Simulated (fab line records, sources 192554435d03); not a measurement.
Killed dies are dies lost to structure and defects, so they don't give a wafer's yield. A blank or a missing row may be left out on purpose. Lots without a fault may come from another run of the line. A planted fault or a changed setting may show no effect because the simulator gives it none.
Which tool did it? | flow n5_finfet | 9 lots, 27 wafers sampled, at 6 steps of a route of 1938

WHAT THE GAUGES READ, wafer by wafer
N5_HKMG_FIN_CD_MEAS_12: target cd 92.8 nm. Usual: cd_nm 92.5 nm, standard deviation 0.61.
lot  | measured     | on        | cd_nm (nm)      | flag
L925 | day 4 07:59  | cd_sem-01 | 92.5 92.9 91.9  |
L926 | day 4 13:11  | cd_sem-01 | 92.8 92.4 93.1  |
L928 | day 5 00:06  | cd_sem-02 | 93.0 93.1 92.3  |
L929 | day 5 03:39  | cd_sem-03 | 92.6 92.7 92.8  |
L933 | day 6 02:03  | cd_sem-02 | 92.5 92.4 92.2  |
L939 | day 7 20:12  | cd_sem-01 | 92.2 92.5 102.6 | OFF
L943 | day 8 17:44  | cd_sem-01 | 93.2 92.3 92.2  |
L944 | day 9 00:36  | cd_sem-01 | 92.6 92.4 91.9  |
L948 | day 10 08:07 | cd_sem-02 | 93.1 91.5 91.7  |

N5_BEOL_M4_RC_MEAS_101. Usual: DIBL_N 36.3 mV/V, standard deviation 1.9; DIBL_P 36.0 mV/V, standard deviation 2.1; IOFF_N 0.16 nA/um, standard deviation 0.031; IOFF_P 0.21 nA/um, standard deviation 0.035; ION_N 675 uA/um, standard deviation 14; ION_P 464 uA/um, standard deviation 8.5; SS_N 71.5 mV/dec, standard deviation 0.6; SS_P 73.3 mV/dec, standard deviation 0.72; VT_N 250 mV, standard deviation 3.2; VT_P -250 mV, standard deviation 3.1.
lot  | measured     | on        | DIBL_N (mV/V)  | DIBL_P (mV/V)  | IOFF_N (nA/um) | IOFF_P (nA/um) | ION_N (uA/um) | ION_P (uA/um) | SS_N (mV/dec)  | SS_P (mV/dec)  | VT_N (mV)   | VT_P (mV)      | flag
L925 | day 7 18:26  | prober-02 | 37.9 38.2 37.5 | 38.3 39.7 38.2 | 0.19 0.21 0.19 | 0.27 0.31 0.27 | 683 705 688   | 472 484 470   | 71.8 71.7 71.7 | 74.1 74.4 74.0 | 247 245 245 | -245 -244 -246 |
L926 | day 8 05:31  | prober-02 | 33.9 36.2 35.7 | 34.2 36.9 35.3 | 0.12 0.16 0.14 | 0.18 0.23 0.21 | 658 668 656   | 458 462 454   | 71.0 71.5 70.8 | 72.4 73.3 72.4 | 252 250 252 | -251 -248 -249 |
L928 | day 8 15:01  | prober-01 | 34.5 34.5 39.1 | 36.0 36.8 41.7 | 0.14 0.14 0.24 | 0.19 0.20 0.29 | 691 673 698   | 475 464 470   | 70.4 70.9 71.9 | 73.7 74.3 74.9 | 249 251 242 | -252 -250 -247 |
L929 | day 8 18:02  | prober-02 | 36.8 35.1 34.9 | 36.4 34.4 34.6 | 0.15 0.13 0.13 | 0.20 0.18 0.18 | 654 664 668   | 452 455 459   | 72.1 70.7 71.4 | 73.0 72.6 73.1 | 254 253 253 | -254 -253 -253 |
L933 | day 9 10:14  | prober-01 | 33.6 36.4 35.0 | 31.7 35.0 34.1 | 0.10 0.14 0.12 | 0.16 0.21 0.20 | 667 675 663   | 464 462 462   | 70.8 72.4 70.9 | 71.8 72.9 72.1 | 257 252 255 | -254 -248 -249 |
L939 | day 12 21:15 | prober-01 | 37.7 36.4 37.2 | 35.8 34.5 34.4 | 0.17 0.15 0.16 | 0.22 0.19 0.19 | 691 675 676   | 473 462 460   | 72.6 72.1 72.3 | 73.5 72.9 72.9 | 248 250 251 | -246 -251 -251 |
L943 | day 13 19:43 | prober-02 | 37.5 39.9 40.5 | 35.8 38.6 39.5 | 0.16 0.21 0.24 | 0.21 0.25 0.27 | 694 683 715   | 471 462 481   | 71.5 72.6 72.2 | 74.1 74.0 74.0 | 249 245 244 | -249 -247 -245 |
L944 | day 14 09:01 | prober-01 | 36.4 36.8 36.2 | 36.4 38.3 37.6 | 0.18 0.19 0.18 | 0.21 0.24 0.25 | 668 685 681   | 460 466 469   | 72.1 71.9 71.6 | 73.0 74.0 74.3 | 249 247 246 | -249 -248 -246 |
L948 | day 15 04:40 | prober-01 | 36.2 36.5 36.9 | 36.7 36.7 37.3 | 0.15 0.15 0.16 | 0.21 0.21 0.21 | 668 668 665   | 460 458 457   | 71.1 70.7 71.4 | 73.1 73.2 74.1 | 250 251 251 | -249 -248 -250 |

WHICH TOOL RAN EACH LOT (tool, then ch and the chambers of the sampled wafers, then the start)
lot  | N5_HKMG_FIN_PEB_10                | N5_HKMG_FIN_ETCH_31               | N5_HKMG_FIN_STRIP_19                 | N5_HKMG_FIN_ETCH_86
L925 | litho_track-01 ch 0, day 4 07:55  | rie_diel-02 ch 1,2, day 4 08:07   | plasma_asher-02 ch 0,1, day 4 08:40  | rie_diel-03 ch 1,2,3, day 4 09:23
L926 | litho_track-05 ch 0, day 4 13:07  | rie_diel-04 ch 1,3, day 4 13:37   | plasma_asher-02 ch 0,1, day 4 14:11  | rie_diel-03 ch 0,1, day 4 14:54
L928 | litho_track-05 ch 0, day 5 00:02  | rie_diel-02 ch 1,2, day 5 00:26   | plasma_asher-01 ch 0,1, day 5 01:00  | rie_diel-02 ch 0,2, day 5 01:47
L929 | litho_track-05 ch 0, day 5 03:35  | rie_diel-02 ch 0,1,2, day 5 03:47 | plasma_asher-01 ch 0,1, day 5 04:21  | rie_diel-03 ch 0,2, day 5 05:04
L933 | litho_track-01 ch 0, day 6 01:59  | rie_diel-04 ch 0,1,3, day 6 02:37 | plasma_asher-01 ch 0,1, day 6 03:11  | rie_diel-04 ch 1,2,3, day 6 03:57
L939 | litho_track-01 ch 0, day 7 20:08  | rie_diel-02 ch 2,3, day 7 20:33   | plasma_asher-02 ch 0,1, day 7 21:07  | rie_diel-03 ch 1,3, day 7 21:50
L943 | litho_track-05 ch 0, day 8 17:41  | rie_diel-03 ch 2,3, day 8 18:56   | plasma_asher-01 ch 0,1, day 8 19:30  | rie_diel-02 ch 1,2, day 8 20:36
L944 | litho_track-02 ch 0, day 9 00:32  | rie_diel-03 ch 1,2, day 9 01:31   | plasma_asher-01 ch 0,1, day 9 02:04  | rie_diel-03 ch 0,3, day 9 02:49
L948 | litho_track-05 ch 0, day 10 08:02 | rie_diel-02 ch 0,1, day 10 08:14  | plasma_asher-02 ch 0,1, day 10 08:48 | rie_diel-04 ch 0,2,3, day 10 09:50
- N5_HKMG_FIN_PEB_10: peb time 60 s.
- N5_HKMG_FIN_ETCH_31: etches SiARC in CF4, target depth 45.5 nm, time 75.8 s.
- N5_HKMG_FIN_STRIP_19: strips in N2/H2, time 360 s.
- N5_HKMG_FIN_ETCH_86: etches SOC in N2/H2, stops on TiN, target depth 393.2 nm.

WHAT THE TOOLS THEMSELVES READ (means of the sampled wafers that have a number; where no wafer has one, the mark that the record gives instead)
N5_HKMG_FIN_ETCH_31. Usual: drypump_motor_current_A 5.9 A, standard deviation 0.43; etch_rf_on_time_s 75.9 s, standard deviation 2.5; oes_product_au 0.69 a.u., standard deviation 0.077; rf_vpp_V 184.1 V, standard deviation 1.3; showerhead_plenum_p_Torr 2.15 Torr, standard deviation 0.085; throttle_valve_pct 15.60 %, standard deviation 0.24.
lot  | tool        | drypump_motor_current_A (A) | etch_rf_on_time_s (s) | oes_product_au (a.u.) | rf_vpp_V (V) | showerhead_plenum_p_Torr (Torr) | throttle_valve_pct (%) | flag
L925 | rie_diel-02 | 6.1                         | 72.9                  | 0.68                  | 184.4        | 2.18                            | 15.53                  |
L926 | rie_diel-04 | 6.0                         | 73.4                  | 0.80                  | 184.0        | 2.17                            | 15.47                  |
L928 | rie_diel-02 | 6.1                         | 72.4                  | 0.68                  | 182.9        | 2.18                            | 15.54                  |
L929 | rie_diel-02 | 6.2                         | 74.4                  | 0.65                  | 183.8        | 2.11                            | 15.63                  |
L933 | rie_diel-04 | 6.0                         | 73.0                  | 0.80                  | 184.1        | 2.13                            | 15.37                  |
L939 | rie_diel-02 | 6.2                         | 74.8                  | 0.74                  | 185.5        | 2.20                            | 15.51                  |
L943 | rie_diel-03 | 5.2                         | 78.8                  | 0.63                  | 184.2        | 2.16                            | 15.51                  |
L944 | rie_diel-03 | 5.6                         | 78.9                  | 0.67                  | 184.2        | 2.17                            | 15.82                  |
L948 | rie_diel-02 | 6.2                         | 75.9                  | 0.70                  | 185.3        | 2.19                            | 15.46                  |

N5_HKMG_FIN_STRIP_19. Usual: drypump_motor_current_A 5.5 A, standard deviation 0.45; heater_power_w 495 W, standard deviation 17.
lot  | tool            | drypump_motor_current_A (A) | heater_power_w (W) | flag
L925 | plasma_asher-02 | 5.8                         | 517                |
L926 | plasma_asher-02 | 5.9                         | 503                |
L928 | plasma_asher-01 | 5.5                         | 477                |
L929 | plasma_asher-01 | 5.5                         | 484                |
L933 | plasma_asher-01 | 5.5                         | 478                |
L939 | plasma_asher-02 | 5.9                         | 500                |
L943 | plasma_asher-01 | 5.5                         | 476                |
L944 | plasma_asher-01 | 5.2                         | 486                |
L948 | plasma_asher-02 | 5.6                         | 504                |

N5_HKMG_FIN_ETCH_86. Usual: drypump_motor_current_A 5.8 A, standard deviation 0.44; oes_product_au 0.81 a.u., standard deviation 0.087; rf_vpp_V 240.8 V, standard deviation 1.6; showerhead_plenum_p_Torr 2.56 Torr, standard deviation 0.11; throttle_valve_pct 17.79 %, standard deviation 0.23.
lot  | tool        | drypump_motor_current_A (A) | oes_product_au (a.u.) | rf_vpp_V (V) | showerhead_plenum_p_Torr (Torr) | throttle_valve_pct (%) | flag
L925 | rie_diel-03 | 5.5                         | 0.86                  | 241.5        | 2.62                            | 17.74                  |
L926 | rie_diel-03 | 5.8                         | 0.84                  | 240.0        | 2.52                            | 17.83                  |
L928 | rie_diel-02 | 6.1                         | 0.79                  | 240.4        | 2.60                            | 17.72                  |
L929 | rie_diel-03 | 5.3                         | 0.72                  | 239.7        | 2.50                            | 17.97                  |
L933 | rie_diel-04 | 6.0                         | 0.83                  | 241.5        | 2.49                            | 17.75                  |
L939 | rie_diel-03 | 5.7                         | 0.86                  | 241.6        | 2.62                            | 17.74                  |
L943 | rie_diel-02 | 6.1                         | 0.85                  | 242.6        | 2.70                            | 17.61                  |
L944 | rie_diel-03 | 5.6                         | 0.73                  | 240.0        | 2.49                            | 17.84                  |
L948 | rie_diel-04 | 6.0                         | 0.82                  | 239.7        | 2.45                            | 17.68                  |

THE ANSWER, worked out from the rows above alone
Rule: a lot is off if the mean of its wafers that have a number lies more than 3 standard deviations from the usual mean. A lot without any number at a reading at which 4 lots or more have one is off too. The other lots that the step has rows for count as sound. The gauges are gone through in route order, then the tools' own readings, and for those a lot's mean is taken as printed above. The first step at which some lot is off is used, and at that step the reading that is off furthest; a lot without a number counts as furthest.
Off: L939, at N5_HKMG_FIN_CD_MEAS_12 (cd_nm).
A tool fits if, at a process step before that reading, it ran every lot that is off, and no sound lot after the first of them. The gauges at N5_HKMG_FIN_CD_MEAS_12 are tried like those tools. One fits: litho_track-01 at N5_HKMG_FIN_PEB_10. Its last sound lot is L933 (day 6 01:59), its first lot that is off L939 (day 7 20:08): a fault that began between those two fits.

WHAT THE SIMULATOR HAD PUT IN
Process parameter drift: litho_track-01, from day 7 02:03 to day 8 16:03, at N5_HKMG_FIN_PEB_10. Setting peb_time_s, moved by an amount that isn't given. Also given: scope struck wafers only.
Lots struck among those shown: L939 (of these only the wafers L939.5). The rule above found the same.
